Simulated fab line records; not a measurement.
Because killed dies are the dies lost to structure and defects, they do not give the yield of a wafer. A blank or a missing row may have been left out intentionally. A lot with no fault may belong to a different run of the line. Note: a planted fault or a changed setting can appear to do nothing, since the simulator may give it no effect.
fab line records | flow nand_harc
[record] lots = 14 | wafers = 42 | last_day = 34
route steps=1302 shown P_M1@312 P_M2@326 END@1302
lots untouched by any fault: they come from a run of this same line in which no faults occurred
start_h: hours from the record's first day to the start of the lot's first wafer shown | wait_h: hours since the lot's step before | " as in the row above | L1.1+2: a row that stands for several wafers | - either no value or no given start | * or withheld: withheld | < > ~ a bound
route shown NAME@n: names a module that has steps shown in the file, with the first one's number in the route | usual: mean/standard deviation of fault-free wafers | same: alike in all rows | chamber/n: place in a boat | sites: each site's reading | _std_site: the values' standard deviation | _edge_site: mean of outer sites minus mean of inner sites | radius_mm: for every site, how far away it sits from the centre of the wafer | mask NAME#n: copy n | behind: the tool/chamber that last shaped the wafer | hold: why the lot went on hold/how many hours it stayed there/how the hold came to an end | device: the n, p or np transistor that did not switch | end of line: the tests these same wafers got at the end of their route | a step with no rows: only its recipe | killed: not the wafer's yield, but the dies lost to structure and defects at the first sort | map: dies across one wafer; x = killed, . = not, _ = none there
set.NAME: the setting that was run; set.NAME@STEP: the one run at that earlier step | model.NAME: the simulator's own value behind a step, which no gauge read
route steps across a sampled set of lots; one table per step, one row per wafer
services: from which hour (start_h, from the record's first day; less than 0 if before it) a tool's chamber was out of use, for how many hours, and why
[[steps]]
[step NHARC_P_M1_THK_MEAS_24]
[recipe] thk_meas_gauge = xrf
[usual] thk_nm = 157.7/1.5
lot.wafer | tool          | chamber | start_h | wait_h | thk_nm
L385.2    | film_metro-01 | -       | 144.61  | -      | 156.7
L385.3    | "             | -       | "       | "      | 156.5
L385.4    | "             | -       | "       | "      | 157.0
L386.2    | film_metro-01 | -       | 156.72  | -      | 157.2
L386.3    | "             | -       | "       | "      | 157.8
L386.6    | "             | -       | "       | "      | 159.1
L387.1    | film_metro-01 | -       | 161.98  | -      | 160.2
L387.5    | "             | -       | "       | "      | 158.0
L387.6    | "             | -       | "       | "      | 160.9
L384.4    | film_metro-01 | -       | 164.17  | -      | 159.2
L384.5    | "             | -       | "       | "      | 160.3
L384.6    | "             | -       | "       | "      | 159.5
L388.1    | film_metro-01 | -       | 168.77  | -      | 157.5
L388.4    | "             | -       | "       | "      | 159.7
L388.6    | "             | -       | "       | "      | 159.7
L389.1    | film_metro-02 | -       | 176.73  | -      | 159.6
L389.4    | "             | -       | "       | "      | 158.5
L389.5    | "             | -       | "       | "      | 158.7
L391.3    | film_metro-01 | -       | 198.78  | -      | 157.6
L391.4    | "             | -       | "       | "      | 157.2
L391.6    | "             | -       | "       | "      | 157.8
L394.1    | film_metro-01 | -       | 240.70  | -      | 157.1
L394.2    | "             | -       | "       | "      | 159.2
L394.5    | "             | -       | "       | "      | 158.2
L396.1    | film_metro-01 | -       | 248.41  | -      | 158.7
L396.4    | "             | -       | "       | "      | 159.0
L396.6    | "             | -       | "       | "      | 159.0
L397.2    | film_metro-01 | -       | 278.73  | -      | 158.9
L397.5    | "             | -       | "       | "      | 156.9
L397.6    | "             | -       | "       | "      | 157.1
L403.1    | film_metro-01 | -       | 312.32  | -      | 156.5
L403.2    | "             | -       | "       | "      | 155.6
L403.5    | "             | -       | "       | "      | 158.0
L404.3    | film_metro-01 | -       | 325.82  | -      | 156.6
L404.4    | "             | -       | "       | "      | 161.2
L404.6    | "             | -       | "       | "      | 158.0
L405.4    | film_metro-02 | -       | 341.61  | -      | 158.9
L405.5    | "             | -       | "       | "      | 157.6
L405.6    | "             | -       | "       | "      | 156.8
L406.3    | film_metro-01 | -       | 346.63  | -      | 155.6
L406.4    | "             | -       | "       | "      | 157.3
L406.6    | "             | -       | "       | "      | 155.5
[step NHARC_P_M2_PEB_07]
[recipe] peb_temp_c = 100 | peb_time_s = 65
lot.wafer  | tool           | chamber | start_h | wait_h
L385.2+3+4 | litho_track-06 | 0       | 146.09  | 0.1
L386.2+3+6 | litho_track-06 | 0       | 158.33  | 0.1
L387.1+5+6 | litho_track-01 | 0       | 163.32  | 0.1
L384.4+5+6 | litho_track-06 | 0       | 165.79  | 0.0
L388.1+4+6 | litho_track-04 | 0       | 170.23  | 0.1
L389.1+4+5 | litho_track-04 | 0       | 178.07  | 0.1
L391.3+4+6 | litho_track-06 | 0       | 200.13  | 0.0
L394.1+2+5 | litho_track-04 | 0       | 242.05  | 0.1
L396.1+4+6 | litho_track-06 | 0       | 249.88  | 0.1
L397.2+5+6 | litho_track-04 | 0       | 280.08  | 0.1
L403.1+2+5 | litho_track-06 | 0       | 313.80  | 0.1
L404.3+4+6 | litho_track-06 | 0       | 327.31  | 0.0
L405.4+5+6 | litho_track-01 | 0       | 343.06  | 0.1
L406.3+4+6 | litho_track-04 | 0       | 347.98  | 0.0
[step NHARC_P_M2_CD_MEAS_09]
[recipe] target_cd_nm = 170 | landing_energy_ev = 500
[usual] cd_nm = 170.0/0.56
[same] landing_energy_ev = 500
lot.wafer | tool      | chamber | start_h | wait_h | cd_nm
L385.2    | cd_sem-02 | 0       | 146.18  | -      | 170.0
L385.3    | "         | 0       | "       | "      | 169.6
L385.4    | "         | 0       | "       | "      | 170.6
L386.2    | cd_sem-02 | 0       | 158.41  | -      | 170.4
L386.3    | "         | 0       | "       | "      | 170.2
L386.6    | "         | 0       | "       | "      | 170.0
L387.1    | cd_sem-01 | 0       | 163.40  | -      | 171.2
L387.5    | "         | 0       | "       | "      | 169.6
L387.6    | "         | 0       | "       | "      | 169.9
L384.4    | cd_sem-02 | 0       | 165.87  | -      | 170.7
L384.5    | "         | 0       | "       | "      | 171.2
L384.6    | "         | 0       | "       | "      | 169.5
L388.1    | cd_sem-03 | 0       | 170.31  | -      | 169.6
L388.4    | "         | 0       | "       | "      | 169.8
L388.6    | "         | 0       | "       | "      | 170.2
L389.1    | cd_sem-02 | 0       | 178.15  | -      | 169.3
L389.4    | "         | 0       | "       | "      | 169.3
L389.5    | "         | 0       | "       | "      | 169.7
L391.3    | cd_sem-02 | 0       | 200.21  | -      | 169.7
L391.4    | "         | 0       | "       | "      | 169.7
L391.6    | "         | 0       | "       | "      | 170.5
L394.1    | cd_sem-01 | 0       | 242.13  | -      | 174.4
L394.2    | "         | 0       | "       | "      | 169.6
L394.5    | "         | 0       | "       | "      | 173.7
L396.1    | cd_sem-03 | 0       | 249.95  | -      | 170.1
L396.4    | "         | 0       | "       | "      | 169.3
L396.6    | "         | 0       | "       | "      | 170.5
L397.2    | cd_sem-01 | 0       | 280.16  | -      | 169.6
L397.5    | "         | 0       | "       | "      | 173.3
L397.6    | "         | 0       | "       | "      | 170.2
L403.1    | cd_sem-02 | 0       | 313.87  | -      | 170.6
L403.2    | "         | 0       | "       | "      | 169.5
L403.5    | "         | 0       | "       | "      | 168.9
L404.3    | cd_sem-01 | 0       | 327.39  | -      | 170.0
L404.4    | "         | 0       | "       | "      | 170.2
L404.6    | "         | 0       | "       | "      | 170.1
L405.4    | cd_sem-02 | 0       | 343.15  | -      | 171.2
L405.5    | "         | 0       | "       | "      | 169.6
L405.6    | "         | 0       | "       | "      | 170.2
L406.3    | cd_sem-01 | 0       | 348.06  | -      | 169.7
L406.4    | "         | 0       | "       | "      | 169.8
L406.6    | "         | 0       | "       | "      | 169.6
[step NHARC_P_M2_OVL_MEAS_10]
[recipe] pitch_nm = 340
[usual] overlay_x_nm = 0.0/0.72 | overlay_y_nm = 0.0/0.79
lot.wafer | tool       | chamber | start_h | wait_h | overlay_x_nm | overlay_y_nm
L385.2    | overlay-02 | -       | 146.26  | -      | -1.2         | 0.6
L385.3    | "          | -       | "       | "      | -1.2         | 0.6
L385.4    | "          | -       | "       | "      | -0.8         | 1.1
L386.2    | overlay-01 | -       | 158.49  | -      | 1.4          | -0.6
L386.3    | "          | -       | "       | "      | 1.1          | -0.2
L386.6    | "          | -       | "       | "      | 1.8          | -0.7
L387.1    | overlay-01 | -       | 163.49  | -      | -1.4         | -0.7
L387.5    | "          | -       | "       | "      | -2.3         | -0.1
L387.6    | "          | -       | "       | "      | -1.1         | -1.1
L384.4    | overlay-01 | -       | 165.95  | -      | 0.6          | 0.8
L384.5    | "          | -       | "       | "      | 0.5          | 0.7
L384.6    | "          | -       | "       | "      | 0.6          | 0.7
L388.1    | overlay-02 | -       | 170.40  | -      | 0.1          | 0.2
L388.4    | "          | -       | "       | "      | -0.5         | -0.2
L388.6    | "          | -       | "       | "      | -0.3         | 0.1
L389.1    | overlay-01 | -       | 178.23  | -      | 0.5          | -0.1
L389.4    | "          | -       | "       | "      | 0.0          | 0.0
L389.5    | "          | -       | "       | "      | 0.5          | -0.7
L391.3    | overlay-01 | -       | 200.30  | -      | 0.6          | 1.3
L391.4    | "          | -       | "       | "      | 1.0          | 1.3
L391.6    | "          | -       | "       | "      | 1.3          | 0.8
L394.1    | overlay-02 | -       | 242.22  | -      | 0.3          | 0.3
L394.2    | "          | -       | "       | "      | 0.6          | 0.1
L394.5    | "          | -       | "       | "      | 0.7          | 0.5
L396.1    | overlay-02 | -       | 250.04  | -      | -0.1         | -0.2
L396.4    | "          | -       | "       | "      | -0.2         | -0.2
L396.6    | "          | -       | "       | "      | -0.4         | -0.8
L397.2    | overlay-01 | -       | 280.24  | -      | -0.5         | 1.0
L397.5    | "          | -       | "       | "      | -0.3         | 1.0
L397.6    | "          | -       | "       | "      | -0.3         | 0.4
L403.1    | overlay-02 | -       | 313.96  | -      | -0.4         | -0.3
L403.2    | "          | -       | "       | "      | -0.5         | -0.7
L403.5    | "          | -       | "       | "      | 0.3          | 0.0
L404.3    | overlay-01 | -       | 327.47  | -      | 0.2          | 1.1
L404.4    | "          | -       | "       | "      | 0.3          | 0.5
L404.6    | "          | -       | "       | "      | -0.2         | 0.9
L405.4    | overlay-01 | -       | 343.23  | -      | 0.1          | -0.9
L405.5    | "          | -       | "       | "      | -0.1         | -0.4
L405.6    | "          | -       | "       | "      | 0.2          | -0.9
L406.3    | overlay-02 | -       | 348.15  | -      | -0.5         | 0.5
L406.4    | "          | -       | "       | "      | -0.2         | 0.6
L406.6    | "          | -       | "       | "      | -0.3         | 0.6
[step NHARC_P_M2_INSPECT_11]
[usual] raw_defect_count = 5.3/2.9
lot.wafer | tool              | chamber | start_h | wait_h | raw_defect_count
L385.2    | defect_inspect-01 | -       | 146.30  | 0.0    | 5
L385.3    | "                 | -       | "       | "      | 9
L385.4    | "                 | -       | "       | "      | 5
L386.2    | defect_inspect-02 | -       | 158.53  | 0.0    | 5
L386.3    | "                 | -       | "       | "      | 6
L386.6    | "                 | -       | "       | "      | 6
L387.1    | defect_inspect-02 | -       | 163.53  | 0.0    | 2
L387.5    | "                 | -       | "       | "      | 2
L387.6    | "                 | -       | "       | "      | 3
L384.4    | defect_inspect-02 | -       | 165.99  | 0.0    | 10
L384.5    | "                 | -       | "       | "      | 5
L384.6    | "                 | -       | "       | "      | 8
L388.1    | defect_inspect-02 | -       | 170.43  | 0.0    | 5
L388.4    | "                 | -       | "       | "      | 2
L388.6    | "                 | -       | "       | "      | 6
L389.1    | defect_inspect-01 | -       | 178.27  | 0.0    | 2
L389.4    | "                 | -       | "       | "      | 11
L389.5    | "                 | -       | "       | "      | 6
L391.3    | defect_inspect-01 | -       | 200.34  | 0.0    | 4
L391.4    | "                 | -       | "       | "      | 2
L391.6    | "                 | -       | "       | "      | 2
L394.1    | defect_inspect-01 | -       | 242.25  | 0.0    | 5
L394.2    | "                 | -       | "       | "      | 3
L394.5    | "                 | -       | "       | "      | 3
L396.1    | defect_inspect-02 | -       | 250.08  | 0.0    | 1
L396.4    | "                 | -       | "       | "      | 2
L396.6    | "                 | -       | "       | "      | 6
L397.2    | defect_inspect-01 | -       | 280.28  | 0.0    | 6
L397.5    | "                 | -       | "       | "      | 8
L397.6    | "                 | -       | "       | "      | 2
L403.1    | defect_inspect-02 | -       | 314.00  | 0.0    | 3
L403.2    | "                 | -       | "       | "      | 1
L403.5    | "                 | -       | "       | "      | 2
L404.3    | defect_inspect-01 | -       | 327.51  | 0.0    | 3
L404.4    | "                 | -       | "       | "      | 7
L404.6    | "                 | -       | "       | "      | 9
L405.4    | defect_inspect-02 | -       | 343.27  | 0.0    | 12
L405.5    | "                 | -       | "       | "      | 6
L405.6    | "                 | -       | "       | "      | 6
L406.3    | defect_inspect-02 | -       | 348.18  | 0.0    | 5
L406.4    | "                 | -       | "       | "      | 2
L406.6    | "                 | -       | "       | "      | 4
[step NHARC_END_SORT_01]
[recipe] temp_c = 25
[usual] defect_limited_yield = 90.6/2.8 | killed_at_array = 58/20 | killed_at_other = 0.8/1 | killed_at_periphery = 4.6/2.8 | killed_dies = 63/19 | killed_open = 3.4/2 | killed_short = 2.4/1.8
[same] gross_dies = 677
lot.wafer | tool      | chamber | start_h | wait_h | defect_limited_yield[%] | killed_at_array | killed_at_other | killed_at_periphery | killed_dies | killed_open | killed_short
L403.1    | prober-02 | 0       | 749.58  | 2.5    | 89.5                    | 69              | 1               | 1                   | 71          | 0           | 4
L403.2    | prober-02 | 0       | 750.39  | 2.8    | 91.3                    | 58              | 0               | 1                   | 59          | 3           | 0
L403.5    | prober-02 | 0       | 752.79  | 3.7    | 88.5                    | 76              | 1               | 1                   | 78          | 2           | 1
L404.4    | prober-01 | 0       | 751.99  | 3.4    | 93.6                    | 38              | 0               | 5                   | 43          | 3           | 2
L405.4    | prober-02 | 0       | 777.56  | 3.4    | 89.7                    | 61              | 0               | 9                   | 70          | 5           | 4
L405.5    | prober-02 | 0       | 778.36  | 3.7    | 92.2                    | 48              | 0               | 5                   | 53          | 2           | 0
L405.6    | prober-02 | 0       | 779.17  | 4.0    | 91.7                    | 49              | 0               | 7                   | 56          | 4           | 6
// killed by level:class
L403.1 A_CHANNEL_HOLE_D1:chamber_film_flake=29 A_CHANNEL_HOLE_D2:chamber_film_flake=20 A_CONTACT:chamber_film_flake=5 A_SLIT:chamber_film_flake=4 A_STAIRCASE:chamber_film_flake=3 A_CHANNEL_FILL_D2:chamber_film_flake=2 A_ONON_D2:geometric_particle:short=1 A_CHANNEL_FILL_D2:geometric_particle:short=1
L403.2 A_CHANNEL_HOLE_D2:chamber_film_flake=28 A_CHANNEL_HOLE_D1:chamber_film_flake=21 A_CONTACT:chamber_film_flake=3 A_SLIT:chamber_film_flake=2 P_CONTACT:geometric_particle:open=1 A_ONON_D2:geometric_particle:open=1 A_BLC:geometric_particle:open=1 A_CHANNEL_FILL_D2:chamber_film_flake=1
L404.4 A_SLIT:chamber_film_flake=17 A_CHANNEL_HOLE_D1:chamber_film_flake=7 A_CONTACT:chamber_film_flake=3 P_M0:chamber_film_flake=2 A_M1:chamber_film_flake=2 P_M0:geometric_particle:open=1 A_DECK1_JOINT:geometric_particle:short=1 A_SGD_CUT:geometric_particle:open=1
L403.5 A_CHANNEL_HOLE_D1:chamber_film_flake=40 A_CHANNEL_HOLE_D2:chamber_film_flake=23 A_CHANNEL_FILL_D2:chamber_film_flake=4 A_CONTACT:chamber_film_flake=3 A_SLIT:chamber_film_flake=2 A_CHANNEL_HOLE_D1:geometric_particle:open=1 A_M0:geometric_particle:open=1 THIN_TSV:geometric_particle:short=1
L405.4 A_CHANNEL_HOLE_D2:chamber_film_flake=29 A_SLIT:chamber_film_flake=9 A_CONTACT:chamber_film_flake=7 P_GATE:chamber_film_flake=5 A_CHANNEL_HOLE_D1:chamber_film_flake=3 A_WL_FILL:geometric_particle:open=2 A_M0:geometric_particle:short=2 P_M1:chamber_film_flake=2
L405.5 A_CHANNEL_HOLE_D2:chamber_film_flake=25 A_SLIT:chamber_film_flake=11 A_CONTACT:chamber_film_flake=8 P_GATE:chamber_film_flake=4 P_STI:geometric_particle:open=1 A_CHANNEL_FILL_D1:geometric_particle:open=1 A_ZERO_WELL:chamber_film_flake=1 A_CHANNEL_HOLE_D1:unspecified=1
L405.6 A_CHANNEL_HOLE_D2:chamber_film_flake=16 A_SLIT:chamber_film_flake=6 A_CHANNEL_HOLE_D1:unspecified=5 A_CONTACT:chamber_film_flake=5 P_GATE:chamber_film_flake=4 A_BONDPAD:chamber_film_flake=3 A_ONON_D1:geometric_particle:short=2 A_SGD_CUT:geometric_particle:open=2
[[services]]
tool           | chamber | start_h | hours | kind
litho_track-01 | -       | 155.00  | 7.0   | pm
litho_track-06 | -       | 179.00  | 7.0   | pm
litho_track-04 | -       | 203.00  | 7.0   | pm
litho_track-01 | -       | 330.00  | 7.0   | pm
[[key]]
[first_sign] step = NHARC_P_M2_CD_MEAS_09 | reading = cd_nm | direction = up | sigmas = 6.8 | usual = 170.0 | struck = 173.8
effect none on later readings
met_at NHARC_P_M2_PEB_07
struck_lots L394,L397
struck_wafers L394.1,L394.5,L397.5
not_acting_at NHARC_P_M1_THK_MEAS_24,NHARC_P_M2_OVL_MEAS_10,NHARC_P_M2_INSPECT_11
onset_between 178.07 242.05
[fault] kind = process_parameter_drift | tool = litho_track-04 | chamber = - | onset_h = 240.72 | steps = NHARC_P_M2_PEB_07 | channel = peb_time_s | offset = * | shape = step | end_h = 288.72 | scope = struck_wafers_only | acts_in = * | stated = *
